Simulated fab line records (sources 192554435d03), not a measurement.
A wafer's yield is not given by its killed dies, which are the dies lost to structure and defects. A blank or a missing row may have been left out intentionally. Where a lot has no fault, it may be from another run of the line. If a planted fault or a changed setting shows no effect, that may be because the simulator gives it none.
What tool caused it? | flow n5 finfet | 10 lots with 28 wafers sampled at 5 steps, on a route of 1938 steps

== WHAT THE GAUGES READ, wafer by wafer ==
N5_BEOL_M4_RC_MEAS_101. Usual: DIBL_N 37.2 mV/V, standard deviation 2.1; DIBL_P 37.3 mV/V, standard deviation 2.3; IOFF_N 0.18 nA/um, standard deviation 0.041; IOFF_P 0.24 nA/um, standard deviation 0.042; ION_N 680 uA/um, standard deviation 13; ION_P 466 uA/um, standard deviation 7.7; SS_N 71.8 mV/dec, standard deviation 0.68; SS_P 73.5 mV/dec, standard deviation 0.66; VT_N 249 mV, standard deviation 3.6; VT_P -248 mV, standard deviation 3.4.
lot  | measured     | on        | DIBL_N (mV/V)  | DIBL_P (mV/V)  | IOFF_N (nA/um) | IOFF_P (nA/um) | ION_N (uA/um) | ION_P (uA/um) | SS_N (mV/dec)  | SS_P (mV/dec)  | VT_N (mV)   | VT_P (mV)      | flag
L125 | day 8 08:06  | prober-02 | 36.9 36.9 37.2 | 36.3 36.9 37.8 | 0.16 0.16 0.18 | 0.22 0.22 0.23 | 673 670 678   | 467 467 466   | 71.0 71.6 71.7 | 72.9 73.0 73.3 | 248 247 249 | -250 -248 -248 |
L126 | day 8 17:01  | prober-01 | 34.4 33.4 35.9 | 34.0 33.2 36.3 | 0.15 0.13 0.18 | 0.20 0.17 0.23 | 677 665 684   | 472 455 463   | 70.9 70.7 71.7 | 73.2 73.0 73.2 | 249 250 245 | -249 -254 -247 |
L129 | day 9 10:15  | prober-02 | 37.4 38.0 35.2 | 34.9 36.7 31.8 | 0.14 0.16 0.11 | 0.19 0.21 0.15 | 667 666 652   | 458 458 450   | 71.9 71.9 70.9 | 73.1 73.1 71.9 | 251 249 257 | -251 -251 -256 |
L133 | day 9 19:36  | prober-01 | 34.2 36.8 38.3 | 34.9 37.7 39.7 | 0.13 0.17 0.22 | 0.18 0.24 0.27 | 669 677 696   | 460 465 475   | 71.1 71.3 72.6 | 72.9 73.5 73.5 | 252 246 242 | -253 -247 -247 |
L138 | day 11 14:58 | prober-02 | 40.0 37.1 36.7 | 39.4 37.3 37.1 | 0.23 0.16 0.18 | 0.28 0.25 0.24 | 675 670 676   | 465 464 463   | 73.4 72.4 72.5 | 73.5 72.5 73.6 | 246 252 247 | -245 -247 -246 |
L137 | day 11 22:16 | prober-01 | 42.6 39.3 40.7 | 43.0 38.8 41.2 | 0.30 0.20 0.24 | 0.35 0.26 0.31 | 715 678 700   | 480 464 470   | 72.6 72.6 72.9 | 74.8 73.9 74.8 | 241 249 244 | -246 -251 -248 |
L139 | day 12 04:55 | prober-01 | 37.5 39.4 38.5 | 36.8 39.0 37.9 | 0.17 0.21 0.18 | 0.22 0.24 0.23 | 677 681 678   | 468 469 466   | 71.5 72.1 72.5 | 73.2 74.9 73.8 | 249 248 247 | -246 -247 -247 |
L146 | day 14 21:18 | prober-02 | 35.5 36.6 38.1 | 36.1 37.3 39.4 | 0.15 0.17 0.23 | 0.19 0.22 0.26 | 678 667 704   | 459 457 473   | 71.7 71.9 72.0 | 73.9 74.1 74.4 | 251 248 242 | -252 -249 -248 |
L147 | day 14 20:22 | prober-01 | 33.0 34.9      | 34.6 36.7      | 0.12 0.14      | 0.19 0.23      | 675 666       | 472 466       | 70.5 71.6      | 72.3 72.7      | 250 252     | -252 -248      |
L148 | day 15 00:02 | prober-02 | 37.5 38.1      | 36.9 37.8      | 0.18 0.20      | 0.25 0.27      | 675 677       | 466 463       | 72.0 72.2      | 73.6 74.2      | 251 248     | -249 -245      |

== WHAT TOOL EACH LOT RAN ON (gives the tool, then ch and the chambers of the sampled wafers, and finally the start) ==
lot  | N5_HKMG_FIN_HK_ANNEAL_02         | N5_HKMG_FIN_ALD_75              | N5_HKMG_FIN_STRIP_93              | N5_HKMG_FIN_CVD_62
L125 | rtp anneal-01 ch 0, day 3 22:25  | ald hk-01 ch 0,2, day 3 22:41   | rie diel-04 ch 1,2,3, day 4 00:00 | thermal cvd si-02 ch 0,1, day 4 01:01
L126 | rtp anneal-02 ch 0, day 4 05:06  | ald hk-02 ch 0,1, day 4 05:23   | rie diel-04 ch 2,3, day 4 06:44   | thermal cvd si-01 ch 1,2, day 4 07:44
L129 | rtp anneal-01 ch 0, day 4 21:28  | ald hk-03 ch 0,2,3, day 4 21:46 | rie diel-05 ch 0,1,3, day 4 23:06 | thermal cvd si-02 ch 0,1, day 5 00:06
L133 | rtp anneal-01 ch 0, day 6 01:27  | ald hk-02 ch 1,2, day 6 01:45   | rie diel-04 ch 1,3, day 6 03:02   | thermal cvd si-01 ch 0,1,2, day 6 04:02
L138 | rtp anneal-01 ch 0, day 8 03:19  | ald hk-02 ch 0,2,3, day 8 03:37 | rie diel-04 ch 1,2,3, day 8 04:54 | thermal cvd si-01 ch 0,1,2, day 8 05:54
L137 | rtp anneal-01 ch 0, day 8 06:05  | ald hk-03 ch 1,2,3, day 8 06:23 | rie diel-06 ch 1,2, day 8 07:37   | thermal cvd si-02 ch 1,2, day 8 08:37
L139 | rtp anneal-02 ch 0, day 8 06:14  | ald hk-02 ch 0,2, day 8 06:32   | rie diel-05 ch 2,3, day 8 08:08   | thermal cvd si-01 ch 1,2, day 8 09:08
L146 | rtp anneal-02 ch 0, day 9 20:13  | ald hk-01 ch 1,2,3, day 9 20:29 | rie diel-05 ch 0,1,3, day 9 21:46 | thermal cvd si-02 ch 0,1, day 9 22:46
L147 | rtp anneal-01 ch 0, day 9 23:14  | ald hk-03 ch 0,1, day 9 23:31   | rie diel-04 ch 1,2, day 10 00:41  | thermal cvd si-01 ch 0,1, day 10 01:41
L148 | rtp anneal-02 ch 0, day 10 05:32 | ald hk-03 ch 1,2, day 10 05:47  | rie diel-05 ch 0,1, day 10 06:57  | thermal cvd si-02 ch 0,2, day 10 07:58
- N5_HKMG_FIN_HK_ANNEAL_02: time 30 s.
- N5_HKMG_FIN_ALD_75: deposits Al2O3, target thk 1 nm, co reactant pulse time 1 s.
- N5_HKMG_FIN_STRIP_93: strips SOC in N2/H2, time 20 s.
- N5_HKMG_FIN_CVD_62: deposits a-Si from Si2H6, target thk 3 nm, time 20.8 s.

== AS READ BY THE TOOLS THEMSELVES (means over the sampled wafers that have a number; for cases with no such wafer, the mark the record gives instead) ==
N5_HKMG_FIN_HK_ANNEAL_02. Usual: lamp power pct 8.80 %, standard deviation 0.048; lamp_zone_2_pct 8.798 %, standard deviation 0.01; lamp_zone_5_pct 8.797 %, standard deviation 0.011; lamp_zone_6_pct 8.725 %, standard deviation 0.011; lamp_zone_7_pct 9.194 %, standard deviation 0.011; wafer_temp_C_max 702.8, standard deviation 0.65.
lot  | tool          | lamp power pct (%) | lamp_zone_2_pct (%) | lamp_zone_5_pct (%) | lamp_zone_6_pct (%) | lamp_zone_7_pct (%) | wafer_temp_C_max | flag
L125 | rtp anneal-01 | 8.86               | 8.794               | 8.802               | 8.731               | 9.191               | 702.7            |
L126 | rtp anneal-02 | 8.79               | 8.807               | 8.789               | 8.736               | 9.190               | 702.9            |
L129 | rtp anneal-01 | 8.84               | 8.794               | 8.796               | 8.719               | 9.192               | 703.0            |
L133 | rtp anneal-01 | 8.78               | 8.799               | 8.797               | 8.727               | 9.211               | 702.8            |
L138 | rtp anneal-01 | 8.73               | 8.800               | 8.798               | 8.726               | 9.186               | 702.9            |
L137 | rtp anneal-01 | 8.79               | 8.804               | 8.798               | 8.720               | 9.198               | 702.7            |
L139 | rtp anneal-02 | 8.81               | 8.790               | 8.795               | 8.727               | 9.203               | 703.0            |
L146 | rtp anneal-02 | 8.77               | 8.792               | 8.803               | 8.729               | 9.184               | 702.7            |
L147 | rtp anneal-01 | 8.77               | 8.805               | 8.784               | 8.726               | 9.192               | 702.3            |
L148 | rtp anneal-02 | 8.82               | 8.793               | 8.784               | 8.725               | 9.202               | 702.8            |

N5_HKMG_FIN_ALD_75. Usual: heater power w 156 W, standard deviation 18; precursor pulse height rel 0.998, standard deviation 0.021.
lot  | tool      | heater power w (W) | precursor pulse height rel | flag
L125 | ald hk-01 | 142                | 1.005                      |
L126 | ald hk-02 | 159                | 0.990                      |
L129 | ald hk-03 | 157                | 0.988                      |
L133 | ald hk-02 | 188                | 0.977                      |
L138 | ald hk-02 | 171                | 1.009                      |
L137 | ald hk-03 | 159                | 1.012                      |
L139 | ald hk-02 | 185                | 1.008                      |
L146 | ald hk-01 | 138                | 0.991                      |
L147 | ald hk-03 | 152                | 1.026                      |
L148 | ald hk-03 | 148                | 0.987                      |

N5_HKMG_FIN_STRIP_93. Usual: bias power w 7.998 W, standard deviation 0.023; chamber pressure mTorr 50.00 mTorr, standard deviation 0.048; drypump motor current A 5.6 A, standard deviation 0.48; oes product au 0.79 a.u., standard deviation 0.082; rf vpp V 54.3 V, standard deviation 0.97; showerhead plenum p Torr 3.39 Torr, standard deviation 0.12; throttle valve pct 18.9 %, standard deviation 0.31.
lot  | tool        | bias power w (W) | chamber pressure mTorr (mTorr) | drypump motor current A (A) | oes product au (a.u.) | rf vpp V (V) | showerhead plenum p Torr (Torr) | throttle valve pct (%) | flag
L125 | rie diel-04 | 7.987            | 50.03                          | 5.8                         | 0.81                  | 54.0         | 3.38                            | 19.0                   |
L126 | rie diel-04 | 8.025            | 49.99                          | 5.8                         | 0.84                  | 54.5         | 3.36                            | 19.2                   |
L129 | rie diel-05 | 7.997            | 50.00                          | 5.7                         | 0.73                  | 53.9         | 3.38                            | 18.8                   |
L133 | rie diel-04 | 8.016            | 50.01                          | 5.9                         | 0.77                  | 54.7         | 3.39                            | 18.9                   |
L138 | rie diel-04 | -                | -                              | -                           | -                     | -            | -                               | -                      | OFF
L137 | rie diel-06 | -                | -                              | -                           | -                     | -            | -                               | -                      | OFF
L139 | rie diel-05 | 7.980            | 50.03                          | 5.5                         | 0.78                  | 55.0         | 3.47                            | 18.6                   |
L146 | rie diel-05 | 7.984            | 50.00                          | 5.7                         | 0.79                  | 54.9         | 3.35                            | 18.7                   |
L147 | rie diel-04 | 7.998            | 49.97                          | 5.8                         | 0.77                  | 54.1         | 3.44                            | 19.2                   |
L148 | rie diel-05 | 8.012            | 50.04                          | 5.8                         | 0.83                  | 54.6         | 3.32                            | 18.6                   |

N5_HKMG_FIN_CVD_62. Usual: heater power w at 1459 W, with a standard deviation of 190.
lot  | tool              | heater power w (W) | flag
L125 | thermal cvd si-02 | 1303               |
L126 | thermal cvd si-01 | 1338               |
L129 | thermal cvd si-02 | 1273               |
L133 | thermal cvd si-01 | 1510               |
L138 | thermal cvd si-01 | 1482               |
L137 | thermal cvd si-02 | 1441               |
L139 | thermal cvd si-01 | 1433               |
L146 | thermal cvd si-02 | 1327               |
L147 | thermal cvd si-01 | 1630               |
L148 | thermal cvd si-02 | 1466               |

== THE ANSWER, worked out from the rows above alone ==
Rule: lot off if the mean of its wafers having a number is beyond 3 standard deviations from the usual mean. Also off: a lot with no number at a reading for which 4 or more lots have one. Any other lot the step has rows for is counted as sound. The gauges are gone through in route order, then the tools' own readings, and for those a lot's mean is taken as printed above. The first step at which some lot is off is used, and at that step the reading that is off furthest; a lot without a number counts as furthest.
Off, at N5_HKMG_FIN_STRIP_93 on bias power w: L138, L137. Without a number there: L138, L137.
A tool fits if, at that step or a process step before it, it ran every lot that is off, and no sound lot after the first of them. None of those tried fits.

== WHAT THE SIMULATOR HAD PUT IN ==
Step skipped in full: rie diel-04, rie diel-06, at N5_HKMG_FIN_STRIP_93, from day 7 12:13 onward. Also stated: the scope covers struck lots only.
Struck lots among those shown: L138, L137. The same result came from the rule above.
